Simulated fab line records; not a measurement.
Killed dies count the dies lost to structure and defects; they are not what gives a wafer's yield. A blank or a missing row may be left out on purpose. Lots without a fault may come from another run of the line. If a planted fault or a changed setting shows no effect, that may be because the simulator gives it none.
3 desks, one fault | flow n5_finfet | each desk holds nothing but its own numbers, with what lay behind them at the end

METROLOGY DESK
Lot by lot, what the gauges showed, no matter which tool ran the lot: averages of those sampled wafers that carry a number. Marked OUT: a lot whose mean sits more than 4 standard deviations from the usual mean, which makes it out of limits; the brackets give that distance. Shown are 7 of the 11 readings it has, namely the first that went out of limits plus those furthest out on some lot.
Columns: A = cd_nm at N5_BEOL_M3_CD_MEAS_28, usual 25.80 nm; B = DIBL_P at N5_BEOL_M4_RC_MEAS_101, usual 35.6 mV/V; C = IOFF_N at N5_BEOL_M4_RC_MEAS_101, usual 0.148 nA/um; D = IOFF_P at N5_BEOL_M4_RC_MEAS_101, usual 0.20 nA/um; E = ION_P at N5_BEOL_M4_RC_MEAS_101, usual 462 uA/um; F = SS_N at N5_BEOL_M4_RC_MEAS_101, usual 71.2 mV/dec; G = VT_P at N5_BEOL_M4_RC_MEAS_101, usual -251 mV
lot  | first seen here | A               | B    | C     | D    | E   | F    | G
L297 | day 7 10:33     | 25.69           | 35.3 | 0.158 | 0.21 | 468 | 71.8 | -248
L298 | day 8 08:44     | 25.91           | 35.1 | 0.151 | 0.22 | 467 | 71.2 | -248
L300 | day 8 12:58     | 25.85           | 36.6 | 0.159 | 0.20 | 463 | 71.7 | -252
L299 | day 8 15:29     | 25.72           | 37.9 | 0.159 | 0.19 | 463 | 71.3 | -255
L301 | day 8 19:18     | 25.86           | 32.7 | 0.119 | 0.17 | 460 | 70.5 | -253
L302 | day 8 21:25     | 25.73           | 36.6 | 0.181 | 0.25 | 475 | 71.7 | -244
L308 | day 10 12:05    | 19.35 (-27) OUT | 37.0 | 0.192 | 0.27 | 459 | 72.4 | -248
L314 | day 11 19:26    | 25.82           | 35.7 | 0.148 | 0.18 | 456 | 71.3 | -254
L315 | day 12 03:41    | 25.64           | 35.0 | 0.174 | 0.18 | 452 | 71.9 | -253
L318 | day 12 20:17    | 25.86           | 35.0 | 0.157 | 0.20 | 470 | 70.7 | -248
This desk finds L308 out of limits, L308 being first, at day 10 12:05 (cd_nm at N5_BEOL_M3_CD_MEAS_28). Within limits: L297, L298, L300, L299, L301, L302, L314, L315, L318.

DESK OF THE TOOL OWNER: euv_scanner-01
The tool's own readings at N5_BEOL_M3_EXPOSE_25 (exposes mask V2, defocus 5 nm): means of the sampled wafers that have a number, for each lot that ran on this tool. Marked OUT: a lot whose mean sits more than 4 standard deviations from the usual mean, which makes it out of limits; the brackets give that distance.
Columns: A = exposure_dose_mJ_cm2 at N5_BEOL_M3_EXPOSE_25, usual 63.4
lot  | first seen here | A
L297 | day 7 10:24     | 63.8
L298 | day 8 08:36     | 63.7
L300 | day 8 12:50     | 63.8
L299 | day 8 15:20     | 63.7
L302 | day 8 21:17     | 63.8
L308 | day 10 11:57    | 68.4 (+11) OUT
This desk finds L308 out of limits, L308 being first, at day 10 11:57 (exposure_dose_mJ_cm2 at N5_BEOL_M3_EXPOSE_25). Within limits: L297, L298, L300, L299, L302.

THE DEFECT DESK
Per lot, the means of the sampled wafers with a number show what the inspections along the route counted. Marked OUT: a lot whose mean sits more than 4 standard deviations from the usual mean, which makes it out of limits; the brackets give that distance.
Columns: A = raw_defect_count at N5_BEOL_M3_INSPECT_13, usual 384
lot  | first seen here | A
L297 | day 7 09:38     | 344
L298 | day 8 07:55     | 376
L300 | day 8 11:56     | 267
L299 | day 8 14:42     | 449
L301 | day 8 18:23     | 361
L302 | day 8 20:31     | 374
L308 | day 10 11:11    | 413
L314 | day 11 18:26    | 456
L315 | day 12 02:44    | 408
L318 | day 12 19:22    | 468
This desk's verdict: no lot among the 10 shows anything out of limits.

TAKEN TOGETHER
On L308, at day 10 11:57, an alarm was possible from the tool owner's desk.
An alarm was possible from the metrology desk at day 10 12:05, on L308.
No out-of-limits result turned up at the defect desk.
The defect desk has L308 on record, within its limits.
N5_BEOL_M3_EXPOSE_25 was run on euv_scanner-01 by each of the lots named.

WHAT WAS PUT IN BY THE SIMULATOR
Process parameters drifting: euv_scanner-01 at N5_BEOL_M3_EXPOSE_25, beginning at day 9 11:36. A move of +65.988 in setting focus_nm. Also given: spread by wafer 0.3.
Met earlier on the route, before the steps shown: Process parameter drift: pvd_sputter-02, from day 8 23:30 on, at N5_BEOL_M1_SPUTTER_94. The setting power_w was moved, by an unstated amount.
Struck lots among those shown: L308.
Fault start to first reading out of limits, in hours, per desk: tool owner, 24; metrology, 24.
